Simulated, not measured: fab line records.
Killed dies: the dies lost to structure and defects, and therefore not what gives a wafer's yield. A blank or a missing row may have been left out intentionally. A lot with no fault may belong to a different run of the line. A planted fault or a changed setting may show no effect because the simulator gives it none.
The tool behind it: which one? | flow n5_finfet | 12 lots, 36 wafers sampled, at 2 steps of a route of 1938

WHAT THE GAUGES SHOWED, per wafer
N5_BEOL_M5_CD_MEAS_18: pitch 56 nm, target cd 28 nm.
lot  | measured     | on        | cd_nm (nm)
L075 | day 8 11:10  | cd_sem-03 | 28.2 28.3 28.4
L077 | day 8 18:57  | cd_sem-03 | 27.6 27.5 27.8
L078 | day 8 21:56  | cd_sem-01 | 27.8 27.9 27.9
L081 | day 10 03:28 | cd_sem-01 | 27.8 27.6 27.8
L083 | day 11 01:01 | cd_sem-03 | 28.0 27.9 27.7
L085 | day 11 09:08 | cd_sem-03 | 27.2 27.2 27.6
L088 | day 11 19:47 | cd_sem-01 | 27.9 28.9 28.0
L089 | day 12 08:29 | cd_sem-02 | 28.9 27.7 27.8
L090 | day 12 14:53 | cd_sem-02 | 28.2 27.7 27.5
L093 | day 13 08:13 | cd_sem-01 | 28.0 28.0 28.0
L095 | day 13 23:24 | cd_sem-03 | 28.6 28.4 27.9
L097 | day 14 09:05 | cd_sem-02 | 27.8 27.6 27.3

EACH LOT AND THE TOOL THAT RAN IT (in order: tool; ch and the chambers of the sampled wafers; start)
lot  | N5_BEOL_M5_STRIP_64
L075 | rie_diel-04 ch 2,3, day 8 10:56
L077 | rie_diel-04 ch 1,2,3, day 8 18:44
L078 | rie_diel-04 ch 0,1,2, day 8 21:38
L081 | rie_diel-03 ch 0,2,3, day 10 03:14
L083 | rie_diel-04 ch 1,3, day 11 00:46
L085 | rie_diel-03 ch 0,1, day 11 08:55
L088 | rie_diel-06 ch 0,2,3, day 11 19:34
L089 | rie_diel-04 ch 1,3, day 12 08:04
L090 | rie_diel-03 ch 1,2,3, day 12 14:35
L093 | rie_diel-03 ch 1,2, day 13 07:49
L095 | rie_diel-03 ch 1,3, day 13 22:58
L097 | rie_diel-04 ch 0,2,3, day 14 08:39
- N5_BEOL_M5_STRIP_64: strips in CF4.

THE ANSWER, worked out from the rows above alone
Rule: the usual values come from the lots themselves. Put in order of their means at a reading, lots are off if they are a third of the lots or fewer, leave a main group of 4 or more, and stand apart from it by a gap of 3 or more times the standard deviation of the main group's means; of several such gaps the widest counts. The tables above print the reading to a certain number of digits; a main group whose means all agree to those digits is not used. A lot without any number at a reading at which 4 lots or more have one is off too. Any other lot the step has rows for is counted as sound.
Across all readings shown, no lot is off: no conclusion can be drawn from this.

WHAT THE SIMULATOR PUT IN
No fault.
